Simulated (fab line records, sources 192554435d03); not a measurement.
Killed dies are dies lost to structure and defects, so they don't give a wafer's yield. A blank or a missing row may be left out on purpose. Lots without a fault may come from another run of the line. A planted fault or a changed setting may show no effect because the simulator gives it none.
A struck lot beside a sound one | flow n5_finfet | 41 steps out of a route of 1938
Sound: wafers L361.2, L361.4, L361.6. Struck: wafers L351.4, L351.5, L351.6. The cause comes at the end.
At each step with rows: each side's tool, then ch and its chambers, then its first start. Under that, the readings that differ: sound wafers | struck wafers | difference of the means | sigmas: that difference in standard deviations of wafers without a fault.
alike: readings whose means differ by less than 2 such deviations, and words and numbers that are the same on both sides. not compared: withheld readings, readings that some wafer has no value for, bounds like >300 that may hide the same value, and numbers for which the record gives no deviation and whose values overlap.
The two part at a step that has a row with sigmas, a row that says differs or no value, or rows on one side only. Numbers that don't overlap but have no deviation are shown without sigmas and don't part them. A reading that every wafer of one side lacks parts them only if that side has two wafers or more.

first, 12 steps without rows for these wafers: N5_SD_EPI_N_ETCH_35 (etches SOC in N2/H2, overetch 108 nm, time 486 s); N5_SD_EPI_N_STRIP_36 (strips in N2/H2); N5_SD_EPI_N_ETCHBACK_44 (etches SiNx in CH3F/O2, stops on SiO2, target depth 14.5 nm); N5_SD_EPI_N_ETCH_45 (etches SiOCN in CH3F/O2, target depth 6 nm); N5_SD_EPI_N_ETCH_16 (etches SiO2 in CHF3/O2, target depth 5 nm); N5_SD_EPI_N_STRIP_47 (strips in CHF3/O2); N5_SD_EPI_N_SD_RECESS_17 (chemistry HBr/Cl2/O2, target depth 41 nm, time 23.7 s, bt time 3 s); N5_SD_EPI_N_STRIP_38 (strips in N2/H2); N5_SD_EPI_N_WET_ETCH_43 (etches SiO2 in dHF, time 14 s, target depth 1.5 nm); N5_SD_EPI_N_STRIP_18 (strips in SPM, time 750 s); N5_SD_EPI_N_SRD_20 (time 30 s); N5_SD_EPI_N_PRECLEAN_48 (cleans in NF3:NH3, afs cycles 2, time 20 s, sublimation time 60 s).
N5_SD_EPI_N_VAPOR_ETCH_50: etches Si in HCl, time 54 s.
  sound on epi_rpcvd-02 ch 0, day 7 22:05; struck on epi_rpcvd-01 ch 0, day 5 09:42
  alike: throttle_valve_pct
then, 5 steps without rows for these wafers: N5_SD_EPI_N_EPI_21 (deposits Si:P, time 690 s); N5_SD_EPI_N_PRECLEAN_24 (cleans in O3/DIW, time 60 s); N5_SD_EPI_N_SRD_25 (time 30 s); N5_SD_EPI_N_PRECLEAN_49 (cleans in NF3:NH3, afs cycles 1, time 20 s, sublimation time 60 s); N5_SD_EPI_N_LINER_46 (material SiNx, target thk 3 nm).
N5_SD_EPI_N_INSPECT_26: inspects for defects (darkfield).
  sound on defect_inspect-01, day 8 01:09; struck on defect_inspect-02, day 5 12:13
  reading          | sound       | struck      | difference | sigmas
  raw_defect_count | 205 181 192 | 772 713 799 | +569       | +15
then, 8 steps without rows for these wafers: N5_SD_EPI_P_COAT_34 (time 60 s, resist thk 350 nm); N5_SD_EPI_P_COAT_35 (time 60 s, resist thk 35 nm); N5_SD_EPI_P_COAT_03 (resist thk 150 nm); N5_SD_EPI_P_EBR_05; N5_SD_EPI_P_SOFTBAKE_04 (time 60 s); N5_SD_EPI_P_EXPOSE_06 (exposes mask SD P BLK, target cd 240 nm); N5_SD_EPI_P_PEB_07 (peb time 60 s); N5_SD_EPI_P_DEVELOP_08 (develop time 30 s).
N5_SD_EPI_P_INSPECT_11: inspects for defects (macro).
  sound on defect_inspect-01, day 8 01:36; struck on defect_inspect-01, day 5 12:32
  reading          | sound | struck         | difference | sigmas
  raw_defect_count | 3 5 4 | >300 >300 >300 | differs    |
then, 11 steps without rows for these wafers: N5_SD_EPI_P_DESCUM_14 (chemistry O2, time 7.9 s); N5_SD_EPI_P_ETCH_36 (etches SiARC in CF4, target depth 45.5 nm, time 75.8 s); N5_SD_EPI_P_ETCH_37 (etches SOC in N2/H2, overetch 108 nm, time 486 s); N5_SD_EPI_P_STRIP_38 (strips in N2/H2); N5_SD_EPI_P_ETCHBACK_46 (etches SiNx in CH3F/O2, stops on SiO2, target depth 17.5 nm); N5_SD_EPI_P_ETCH_47 (etches SiOCN in CH3F/O2, target depth 25 nm); N5_SD_EPI_P_ETCH_16 (etches SiO2 in CHF3/O2, target depth 5 nm); N5_SD_EPI_P_STRIP_50 (strips in CHF3/O2); N5_SD_EPI_P_SD_RECESS_17 (chemistry HBr/Cl2/O2, target depth 39.1 nm, bt time 3 s); N5_SD_EPI_P_WET_ETCH_45 (etches SiO2 in dHF, time 10.7 s, target depth 2 nm, rinse time 30 s); N5_SD_EPI_P_STRIP_40 (strips in N2/H2).
N5_SD_EPI_P_INSPECT_26: inspects for defects (darkfield).
  sound on defect_inspect-02, day 8 06:19; struck on defect_inspect-01, day 5 16:19
  reading          | sound       | struck      | difference | sigmas
  raw_defect_count | 187 162 193 | 776 742 779 | +585       | +17
-- the record jumps here: 10 days lie between the struck wafers' starts before and after (it left off in module SD_EPI_P and takes up again in module PASSIVATION, whose first step shown is number 1936 of the route) --
N5_PASSIVATION_PROBE_49:
  the record has rows for the struck wafers here (prober-01, day 15 14:10) and none for the sound ones

WHERE THEY PART
First at N5_SD_EPI_N_INSPECT_26; last, within this record, at N5_PASSIVATION_PROBE_49.

WHY: what the simulator had put in
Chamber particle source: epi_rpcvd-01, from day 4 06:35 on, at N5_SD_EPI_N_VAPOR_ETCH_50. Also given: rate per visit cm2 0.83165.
